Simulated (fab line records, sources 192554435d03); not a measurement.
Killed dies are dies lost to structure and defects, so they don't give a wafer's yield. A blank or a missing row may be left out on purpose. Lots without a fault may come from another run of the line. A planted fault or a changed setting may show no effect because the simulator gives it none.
fab line records | flow n5_finfet | part 1 of 2: steps 1 to 4 of 6
record lots=24 wafers=72 last_day=18
route steps=1938 shown BEOL_M7@1310 BEOL_M8@1353
lots that met no fault: from a run of the same line without faults
start_h: hours from the record's first day to the start of the lot's first wafer shown | wait_h: hours since the lot's step before | " the same as in the row above | L1.1+2: a row that stands for several wafers | - no value, or no start given | * or withheld: withheld | < > ~ a bound
route shown NAME@n: a module of which the file shows steps, and the number in the route of the first | usual: mean/standard deviation of fault-free wafers | same: alike in all rows | chamber/n: place in a boat | sites: the reading at each site | _std_site: their standard deviation | _edge_site: outer sites' mean less inner sites' | radius_mm: how far each site lies from the wafer's centre | mask NAME#n: copy n | behind: the tool/chamber that last shaped the wafer | hold: why the lot was held/for how many hours/how that ended | device: the transistor (n, p or np) that didn't switch | end of line: the same wafers' tests at the end of the route | a step without rows: its recipe alone | killed: dies lost to structure and defects at the first sort, not the wafer's yield | map: a wafer's dies, x killed, . not, _ none there
set.NAME: the setting as run; set.NAME@STEP: as run at that earlier step | model.NAME: the simulator's own value behind a step, which no gauge read
steps of the route over a sample of lots; a table a step, a row a wafer
services: from which hour (start_h, from the record's first day; less than 0 if before it) a tool's chamber was out of use, for how many hours, and why
## steps
# step N5_BEOL_M7_STRIP_80
# recipe chemistry=N2/H2 time_s=10 power_w=450 temp_c=40 pressure_mtorr=20 rf_frequency_hz=6e+07 bias_power_w=7 n2_flow_sccm=200 h2_flow_sccm=200
# usual chamber_pressure_mTorr=19.999/0.018 drypump_motor_current_A=5.9/0.32 oes_product_au=0.81/0.1 rf_vpp_V=59.2/0.84 showerhead_plenum_p_Torr=2.55/0.06 throttle_valve_pct=23.7/0.33
# columns lot.wafer tool chamber start_h wait_h chamber_pressure_mTorr drypump_motor_current_A oes_product_au rf_hours_counter_h rf_vpp_V showerhead_plenum_p_Torr throttle_valve_pct
L074.2 rie_diel-05 0 - - 19.988 6.1 0.87 46 59.2 2.58 23.8
L074.3 " 2 " " 20.010 5.5 0.82 66 58.9 2.58 23.6
L074.4 " 3 " " 20.009 6.0 0.69 225 58.3 2.62 23.7
L075.1 rie_diel-01 2 - - 19.993 5.5 0.68 218 59.4 2.62 24.0
L075.2 " 1 " " 20.013 6.0 0.68 236 59.9 2.50 23.5
L075.3 " 3 " " 19.979 5.8 0.78 118 59.5 2.45 24.0
L076.1 rie_diel-01 2 - - 19.991 5.5 0.67 219 58.8 2.62 24.0
L076.2 " 3 " " 19.991 5.8 0.78 119 60.3 2.45 24.0
L076.5 " 2 " " 19.981 5.5 0.68 - 59.5 2.62 24.0
L077.3 rie_diel-02 1 - - 19.969 6.4 0.74 184 57.5 2.53 24.1
L077.4 " 0 " " 20.001 5.4 0.80 90 58.8 2.57 23.7
L077.6 " 0 " " 20.039 5.5 0.80 - 58.9 2.57 23.6
L078.4 rie_diel-05 2 - - 20.001 5.5 0.81 - 59.3 2.58 23.6
L078.5 " 3 " " 19.989 6.0 0.69 - 58.0 2.62 23.7
L078.6 " 0 " " 20.001 6.1 0.86 - 59.8 2.58 23.8
L080.1 rie_diel-02 2 - - 20.001 6.3 0.92 21 60.8 2.59 23.5
L080.3 " 0 " " 20.011 5.4 0.79 95 59.5 2.57 23.7
L080.4 " 1 " " 20.019 6.3 0.72 189 60.1 2.52 24.1
L079.2 rie_diel-01 0 - - 19.990 6.3 0.97 4 59.8 2.59 23.1
L079.3 " 2 " " 19.999 5.5 0.67 230 60.7 2.61 24.0
L079.6 " 0 " " 19.978 6.3 0.97 - 59.5 2.59 23.1
L081.1 rie_diel-01 2 - - 19.975 5.5 0.68 233 59.4 2.61 24.0
L081.2 " 0 " " 20.015 6.3 0.96 7 59.8 2.59 23.1
L081.6 " 0 " " 19.978 6.4 0.97 - 59.8 2.59 23.2
L082.2 rie_diel-01 3 - - 20.005 5.8 0.77 134 58.4 2.45 24.0
L082.4 " 0 " " 20.014 6.3 0.96 - 59.8 2.59 23.1
L082.5 " 2 " " 20.021 5.5 0.67 - 59.3 2.61 24.0
L084.1 rie_diel-01 2 - - 20.026 5.5 0.67 237 61.8 2.61 24.1
L084.5 " 3 " " 20.006 5.8 0.77 - 58.8 2.44 24.0
L084.6 " 0 " " 20.017 6.4 0.95 - 59.2 2.59 23.1
L083.3 rie_diel-02 3 - - 19.998 5.7 0.72 169 58.6 2.53 23.5
L083.4 " 0 " " 20.009 5.4 0.78 103 59.4 2.56 23.7
L083.5 " 2 " " 19.996 6.3 0.91 - 58.9 2.58 23.5
L085.2 rie_diel-01 2 - - 20.000 5.5 0.67 240 59.2 2.61 24.0
L085.4 " 3 " " 20.010 5.8 0.78 140 59.1 2.44 24.0
L085.5 " 2 " " 20.030 5.5 0.67 - 59.5 2.61 24.0
L086.2 rie_diel-01 1 - - 19.989 5.9 0.97 4 60.0 2.50 23.3
L086.3 " 3 " " 19.970 5.8 0.77 143 58.2 2.44 24.0
L086.6 " 3 " " 19.986 5.8 0.77 - 58.0 2.44 24.0
L087.2 rie_diel-05 1 - - 19.985 5.9 0.84 66 59.7 2.57 23.1
L087.3 " 0 " " 20.014 6.1 0.83 73 60.0 2.57 23.8
L087.5 " 2 " " 20.011 5.5 0.79 - 58.8 2.57 23.6
L088.1 rie_diel-02 2 - - 19.992 6.3 0.90 39 59.5 2.58 23.5
L088.4 " 1 " " 19.968 6.4 0.71 206 60.2 2.52 24.2
L088.5 " 1 " " 20.001 6.4 0.71 - 58.0 2.52 24.2
L090.2 rie_diel-02 3 - - 19.996 5.7 0.72 178 59.0 2.53 23.5
L090.3 " 0 " " 20.000 5.5 0.77 112 59.4 2.56 23.7
L090.5 " 2 " " 20.029 6.3 0.89 - 60.2 2.58 23.5
L092.1 rie_diel-01 0 - - 19.986 6.3 0.91 23 59.6 2.59 23.2
L092.2 " 3 " " 19.994 5.8 0.76 149 58.6 2.44 24.0
L092.3 " 1 " " 20.010 6.0 0.92 11 59.4 2.49 23.3
L089.2 rie_diel-05 1 - - 20.026 5.9 0.83 69 57.9 2.56 23.1
L089.3 " 0 " " 19.990 6.1 0.82 76 60.0 2.57 23.8
L089.6 " 1 " " 20.004 5.9 0.83 - 60.0 2.56 23.1
L091.1 rie_diel-01 1 - - 19.986 5.9 0.93 11 59.1 2.49 23.3
L091.4 " 2 " " 20.019 5.5 0.66 250 59.4 2.60 24.1
L091.5 " 3 " " 20.000 5.8 0.76 - 59.0 2.44 24.0
L094.1 rie_diel-05 2 - - 20.032 5.5 0.78 103 57.1 2.56 23.7
L094.4 " 1 " " 20.019 5.9 0.82 77 58.8 2.56 23.2
L094.5 " 3 " " 20.012 6.0 0.93 - 59.0 2.61 23.4
L093.3 rie_diel-01 3 - - 19.967 5.8 0.75 158 58.7 2.43 24.0
L093.5 " 3 " " 20.003 5.8 0.75 - 58.4 2.43 24.0
L093.6 " 2 " " 20.024 5.5 1.00 - 59.0 2.60 23.7
L096.1 rie_diel-01 2 - - 19.991 5.5 0.97 7 60.2 2.60 23.7
L096.2 " 1 " " 20.004 6.0 0.90 26 60.6 2.49 23.3
L096.4 " 3 " " 19.971 5.8 0.75 163 59.5 2.43 24.0
L095.2 rie_diel-01 1 - - 19.990 5.9 0.90 27 58.9 2.49 23.3
L095.4 " 2 " " 19.998 5.5 0.97 9 60.3 2.60 23.7
L095.6 " 0 " " 19.994 6.3 0.89 - 60.0 2.58 23.2
L097.2 rie_diel-01 3 - - 19.991 5.8 0.75 166 58.7 2.43 24.0
L097.4 " 0 " " 19.979 6.3 0.88 38 58.4 2.58 23.2
L097.5 " 1 " " 20.005 5.9 0.90 - 59.4 2.49 23.3
# step N5_BEOL_M7_ALD_77
# recipe material=TaN target_thk_a=20 temp_c=275 ald_precursor_family=PDMAT ald_co_reactant=NH3 pressure_torr=3 carrier_flow_sccm=1500 pulse_time_s=2 purge_time_s=3 co_reactant_purge_time_s=2 co_reactant_pulse_time_s=3 ald_cycles=40 precursor_vessel_temp_c=75 precursor_vessel_pressure_torr=26.25 precursor_vessel_carrier_sccm=1000
# usual heater_power_w=409/50 precursor_vessel_pressure_torr=26.25/0.054 susceptor_temp_C=275.01/0.17
# same ald_cycles=40 co_reactant_pulse_time_s=3 purge_time_s=3
# columns lot.wafer tool chamber start_h wait_h heater_power_w precursor_vessel_pressure_torr susceptor_temp_C
L074.2 ald_metal-01 3 195.29 0.0 462 26.28 274.92
L074.3 " 2 " " 389 26.24 274.99
L074.4 " 1 " " 324 26.27 274.71
L075.1 ald_metal-01 2 197.70 0.0 389 26.20 274.73
L075.2 " 1 " " 334 26.26 275.43
L075.3 " 3 " " 460 26.20 275.14
L076.1 ald_metal-02 2 201.82 0.0 396 26.18 275.15
L076.2 " 0 " " 458 26.30 275.00
L076.5 " 1 " " 414 26.19 274.80
L077.3 ald_metal-02 3 208.78 0.0 404 26.33 275.09
L077.4 " 0 " " 457 26.26 275.04
L077.6 " 1 " " 413 26.31 274.89
L078.4 ald_metal-02 2 217.72 0.1 398 26.20 274.84
L078.5 " 0 " " 445 26.23 275.09
L078.6 " 3 " " 396 26.29 274.80
L080.1 ald_metal-01 2 227.87 0.1 390 26.19 274.93
L080.3 " 1 " " 314 26.31 275.21
L080.4 " 3 " " 474 26.31 275.07
L079.2 ald_metal-04 1 232.40 0.0 424 26.37 275.15
L079.3 " 2 " " 424 26.21 274.98
L079.6 " 1 " " 407 26.33 274.83
L081.1 ald_metal-04 1 238.40 0.0 422 26.30 275.19
L081.2 " 3 " " 389 26.25 274.93
L081.6 " 1 " " 401 26.19 274.97
L082.2 ald_metal-02 3 241.66 0.0 400 26.27 275.03
L082.4 " 2 " " 400 26.24 274.82
L082.5 " 3 " " 407 26.31 274.71
L084.1 ald_metal-04 2 249.52 0.0 431 26.30 274.96
L084.5 " 1 " " 419 26.25 275.26
L084.6 " 0 " " 477 26.26 274.91
L083.3 ald_metal-02 3 254.68 0.1 400 26.28 275.24
L083.4 " 1 " " 414 26.30 275.14
L083.5 " 3 " " 405 26.16 275.03
L085.2 ald_metal-01 1 257.97 0.1 319 26.15 275.15
L085.4 " 3 " " 465 26.21 275.12
L085.5 " 0 " " 309 26.18 275.03
L086.2 ald_metal-04 2 268.18 0.3 441 26.21 274.83
L086.3 " 3 " " 404 26.29 275.07
L086.6 " 1 " " 421 26.27 274.87
L087.2 ald_metal-01 0 282.97 0.0 305 26.18 274.87
L087.3 " 2 " " 396 26.25 274.98
L087.5 " 3 " " 476 26.19 274.89
L088.1 ald_metal-02 2 283.57 0.1 401 26.29 275.03
L088.4 " 0 " " 460 26.22 274.87
L088.5 " 0 " " 454 26.29 275.11
L090.2 ald_metal-01 0 285.49 0.1 315 26.30 275.17
L090.3 " 3 " " 470 26.26 275.08
L090.5 " 0 " " 304 26.29 275.13
L092.1 ald_metal-02 3 288.82 0.0 403 26.14 275.24
L092.2 " 1 " " 394 26.15 274.84
L092.3 " 0 " " 465 26.29 274.61
L089.2 ald_metal-04 2 290.91 0.0 433 26.24 275.07
L089.3 " 1 " " 416 26.18 275.10
L089.6 " 0 " " 481 26.34 275.06
L091.1 ald_metal-01 0 291.32 0.1 320 26.37 274.93
L091.4 " 1 " " 324 26.13 275.14
L091.5 " 0 " " 318 26.28 275.20
L094.1 ald_metal-04 2 313.25 0.0 431 26.33 275.28
L094.4 " 0 " " 476 26.22 274.77
L094.5 " 2 " " 441 26.35 275.21
L093.3 ald_metal-02 0 316.00 0.0 458 26.29 274.97
L093.5 " 2 " " 405 26.17 275.00
L093.6 " 3 " " 388 26.21 274.97
L096.1 ald_metal-04 3 336.85 0.0 405 26.22 275.19
L096.2 " 2 " " 430 26.28 274.78
L096.4 " 1 " " 412 26.19 275.04
L095.2 ald_metal-01 0 342.12 0.0 307 26.22 274.98
L095.4 " 2 " " 381 26.22 275.22
L095.6 " 3 " " 480 26.26 275.20
L097.2 ald_metal-04 3 346.82 0.2 399 26.29 275.07
L097.4 " 0 " " 467 26.18 274.95
L097.5 " 1 " " 408 26.27 275.40
# step N5_BEOL_M7_SPUTTER_48
# recipe material=Cu target_thk_a=100 temp_c=-20 bias_v=60 power_w=26000 chamber_pressure_pa=0.13 time_s=1.667
# usual bias_v=60.1/0.6 susceptor_temp_C=-20.00/0.12 throttle_valve_pct=30.2/1.1
# columns lot.wafer tool chamber start_h wait_h bias_v susceptor_temp_C throttle_valve_pct
L074.2 pvd_sputter-01 - 195.91 0.1 59.5 -19.91 30.7
L074.3 " - " " 59.1 -20.09 29.8
L074.4 " - " " 60.0 -19.97 30.7
L075.1 pvd_sputter-03 - 198.22 0.1 60.3 -19.97 31.0
L075.2 " - " " 59.9 -20.00 30.3
L075.3 " - " " 60.9 -19.93 30.0
L076.1 pvd_sputter-02 - 202.64 0.2 60.3 -20.04 32.9
L076.2 " - " " 60.6 -19.92 28.2
L076.5 " - " " 60.0 -20.00 30.4
L077.3 pvd_sputter-03 - 209.41 0.1 60.3 -19.90 30.0
L077.4 " - " " 61.1 -19.90 31.0
L077.6 " - " " 60.7 -19.81 31.1
L078.4 pvd_sputter-02 - 218.17 0.0 59.9 -19.83 32.9
L078.5 " - " " 59.0 -20.14 28.1
L078.6 " - " " 59.6 -20.09 30.1
L080.1 pvd_sputter-01 - 228.53 0.1 60.7 -19.93 29.8
L080.3 " - " " 59.9 -20.20 29.7
L080.4 " - " " 60.0 -20.19 30.6
L079.2 pvd_sputter-02 - 232.94 0.1 59.6 -19.74 32.9
L079.3 " - " " 60.4 -20.17 29.8
L079.6 " - " " 60.6 -19.96 29.9
L081.1 pvd_sputter-01 - 239.04 0.2 60.5 -20.34 29.8
L081.2 " - " " 59.9 -19.91 30.6
L081.6 " - " " 59.4 -20.10 30.8
L082.2 pvd_sputter-01 - 243.92 1.8 60.7 -20.05 29.8
L082.4 " - " " 59.4 -20.07 31.0
L082.5 " - " " 60.5 -19.99 29.7
L084.1 pvd_sputter-02 - 250.02 0.1 60.2 -20.03 29.9
L084.5 " - " " 60.3 -19.93 28.3
L084.6 " - " " 60.5 -20.14 30.0
L083.3 pvd_sputter-03 - 255.29 0.1 60.3 -19.92 30.6
L083.4 " - " " 61.0 -19.94 28.9
L083.5 " - " " 59.8 -19.99 31.0
L085.2 pvd_sputter-02 - 258.60 0.2 59.9 -20.03 33.1
L085.4 " - " " 59.4 -20.00 27.8
L085.5 " - " " 59.9 -19.93 29.9
L086.2 pvd_sputter-03 - 269.62 0.2 61.7 -20.03 30.1
L086.3 " - " " 59.7 -20.02 30.7
L086.6 " - " " 59.4 -19.89 31.0
L087.2 pvd_sputter-02 - 283.94 0.4 60.5 -19.98 30.5
L087.3 " - " " 59.8 -19.78 30.3
L087.5 " - " " 60.6 -19.81 32.9
L088.1 pvd_sputter-02 - 284.84 0.4 60.0 -19.94 30.2
L088.4 " - " " 60.7 -20.09 33.2
L088.5 " - " " 59.5 -20.05 33.0
L090.2 pvd_sputter-03 - 286.13 0.2 59.6 -20.14 28.7
L090.3 " - " " 59.6 -20.05 30.0
L090.5 " - " " 59.4 -20.29 30.0
L092.1 pvd_sputter-01 - 290.64 0.1 60.5 -20.06 30.4
L092.2 " - " " 60.1 -20.05 29.7
L092.3 " - " " 59.6 -20.08 30.5
L089.2 pvd_sputter-01 - 291.56 0.1 60.7 -19.88 30.6
L089.3 " - " " 59.2 -19.79 29.7
L089.6 " - " " 60.3 -19.92 30.7
L091.1 pvd_sputter-03 - 292.09 0.1 61.1 -19.86 30.1
L091.4 " - " " 59.9 -20.03 28.9
L091.5 " - " " 60.3 -20.07 30.6
L094.1 pvd_sputter-02 - 313.83 0.1 59.9 -19.99 30.1
L094.4 " - " " 60.5 -19.96 30.4
L094.5 " - " " 59.5 -19.99 30.0
L093.3 pvd_sputter-01 - 316.51 0.1 60.6 -19.82 29.8
L093.5 " - " " 59.8 -20.01 29.9
L093.6 " - " " 59.2 -19.93 30.4
L096.1 pvd_sputter-01 - 337.48 0.2 60.9 -20.15 30.1
L096.2 " - " " 60.2 -19.85 30.8
L096.4 " - " " 60.9 -19.84 30.7
L095.2 pvd_sputter-03 - 342.65 0.1 60.9 -20.20 30.2
L095.4 " - " " 59.4 -20.19 30.2
L095.6 " - " " 60.0 -19.91 29.1
L097.2 pvd_sputter-02 - 348.98 0.1 59.4 -19.93 33.0
L097.4 " - " " 60.1 -19.95 30.0
L097.5 " - " " 59.9 -19.86 28.3
# step N5_BEOL_M7_DEP_56
# recipe material=SiCN target_thk_a=100 temp_c=withheld precursor=3MS/NH3 pressure_torr=3 rf_w=202 time_s=17.5
# usual rf_fwd_power_W=199.1/1.1 showerhead_plenum_p_Torr=3.657/0.01 throttle_valve_pct=9.2/0.62
# columns lot.wafer tool chamber start_h wait_h rf_fwd_power_W showerhead_plenum_p_Torr throttle_valve_pct
L074.2 pecvd-04 2 196.79 0.0 198.7 3.642 8.8
L074.3 " 0 " " 199.7 3.673 8.9
L074.4 " 2 " " 199.0 3.648 8.9
L075.1 pecvd-03 2 199.20 0.0 199.2 3.635 8.8
L075.2 " 0 " " 198.9 3.650 9.9
L075.3 " 1 " " 200.3 3.652 9.8
L076.1 pecvd-02 2 203.78 0.0 199.2 3.661 9.0
L076.2 " 1 " " 198.4 3.659 9.2
L076.5 " 1 " " 198.6 3.661 9.4
L077.3 pecvd-03 1 210.31 0.0 201.2 3.653 9.9
L077.4 " 0 " " 197.7 3.647 10.0
L077.6 " 1 " " 200.1 3.659 9.7
L078.4 pecvd-04 0 219.06 0.0 199.0 3.673 9.2
L078.5 " 1 " " 199.7 3.661 8.6
L078.6 " 2 " " 198.8 3.643 8.9
L080.1 pecvd-03 0 229.42 0.0 197.2 3.641 9.8
L080.3 " 1 " " 200.0 3.649 9.9
L080.4 " 0 " " 197.6 3.645 9.9
L079.2 pecvd-03 0 233.81 0.0 197.7 3.646 10.0
L079.3 " 1 " " 200.3 3.654 10.1
L079.6 " 0 " " 198.1 3.641 9.9
L081.1 pecvd-04 2 239.92 0.0 200.5 3.638 8.7
L081.2 " 1 " " 201.1 3.655 8.8
L081.6 " 1 " " 201.0 3.656 8.9
L082.2 pecvd-02 0 244.89 0.0 198.3 3.667 9.4
L082.4 " 2 " " 197.9 3.671 9.3
L082.5 " 1 " " 198.9 3.664 8.8
L084.1 pecvd-04 2 250.95 0.0 199.2 3.641 8.9
L084.5 " 2 " " 199.3 3.659 8.9
L084.6 " 0 " " 199.9 3.682 9.3
L083.3 pecvd-03 0 256.30 0.0 197.5 3.649 10.2
L083.4 " 0 " " 198.5 3.650 9.9
L083.5 " 1 " " 201.4 3.664 9.9
L085.2 pecvd-04 1 259.68 0.0 199.7 3.648 8.8
L085.4 " 1 " " 200.2 3.659 8.8
L085.5 " 0 " " 200.0 3.676 9.0
L086.2 pecvd-02 0 270.56 0.0 198.6 3.658 9.0
L086.3 " 1 " " 198.7 3.660 8.9
L086.6 " 2 " " 198.8 3.667 9.0
L087.2 pecvd-03 1 284.98 0.0 199.3 3.663 9.9
L087.3 " 0 " " 197.6 3.644 10.2
L087.5 " 1 " " 199.0 3.660 9.7
L088.1 pecvd-03 1 285.90 0.0 201.1 3.662 9.8
L088.4 " 2 " " 199.9 3.642 8.1
L088.5 " 0 " " 198.2 3.651 10.0
L090.2 pecvd-04 2 287.00 0.0 198.4 3.643 9.0
L090.3 " 1 " " 200.7 3.653 8.7
L090.5 " 1 " " 200.7 3.655 9.1
L092.1 pecvd-02 0 291.50 0.0 197.8 3.663 9.2
L092.2 " 1 " " 199.2 3.658 9.1
L092.3 " 2 " " 200.0 3.663 9.0
L089.2 pecvd-02 2 292.42 0.0 200.5 3.673 8.7
L089.3 " 1 " " 198.7 3.658 9.2
L089.6 " 1 " " 198.9 3.674 9.2
L091.1 pecvd-02 2 293.10 0.0 199.1 3.669 9.4
L091.4 " 1 " " 198.4 3.666 9.1
L091.5 " 0 " " 198.3 3.662 9.0
L094.1 pecvd-04 0 315.17 0.0 199.1 3.663 9.2
L094.4 " 2 " " 200.0 3.646 8.9
L094.5 " 1 " " 199.6 3.656 8.5
L093.3 pecvd-03 0 317.38 0.0 197.8 3.635 9.9
L093.5 " 1 " " 200.5 3.659 9.8
L093.6 " 0 " " 197.4 3.659 10.1
L096.1 pecvd-03 1 338.35 0.0 199.3 3.664 10.0
L096.2 " 2 " " 200.0 3.647 8.0
L096.4 " 0 " " 197.0 3.644 10.0
L095.2 pecvd-02 1 343.65 0.0 198.0 3.665 9.3
L095.4 " 2 " " 199.0 3.669 9.2
L095.6 " 1 " " 199.0 3.664 9.1
L097.2 pecvd-03 1 349.85 0.0 200.2 3.656 9.8
L097.4 " 0 " " 197.8 3.657 10.0
L097.5 " 2 " " 200.6 3.644 8.0
